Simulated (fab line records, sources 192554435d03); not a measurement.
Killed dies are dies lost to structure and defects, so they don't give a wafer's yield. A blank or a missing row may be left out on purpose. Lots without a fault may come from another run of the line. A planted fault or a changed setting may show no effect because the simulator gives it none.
Chamber matching | flow n5_finfet | N5_FIN_CUT_DESCUM_13 on rie_diel-01: 4 sister chambers
The step chemistry O2, time 7 s. 4 wafers are shown with their chamber, then 8 later ones without.

WAFERS WITH THEIR CHAMBER
wafer  | chamber | drypump_motor_current_A (A)
L087.3 | 2       | 6.0
L087.4 | 0       | 5.2
L087.5 | 1       | 4.8
L090.1 | 3       | 5.9

WAFERS WITHOUT THEIR CHAMBER
wafer  | drypump_motor_current_A (A)
L090.3 | 5.2
L090.5 | 6.0
L092.1 | 6.0
L092.2 | 5.9
L092.3 | 4.8
L096.1 | 5.9
L096.4 | 4.9
L096.5 | 6.0

WHICH CHAMBER EACH WENT THROUGH
wafer  | from the rows above | in truth
L090.3 | 0                   | 0
L090.5 | 2                   | 2
L092.1 | 2                   | 2
L092.2 | 3                   | 3
L092.3 | 1                   | 1
L096.1 | 3                   | 3
L096.4 | 1                   | 1
L096.5 | 2                   | 2
Placed correctly: 8 of 8. Can't be placed from these rows: 0. Placed wrongly: 0.
How it was worked out, from the rows above alone: a wafer's distance from a chamber is the root of the sum, over the readings, of the square of ((its reading less the chamber's mean) divided by the reading's scatter). The wafer belongs to the nearest chamber; if the next one is less than 2 further off, it can't be placed. A chamber's mean is the mean of its shown wafers. The scatter: with one shown wafer a chamber, the root of the mean of the squares of how far each hidden wafer lies from its nearest shown one.
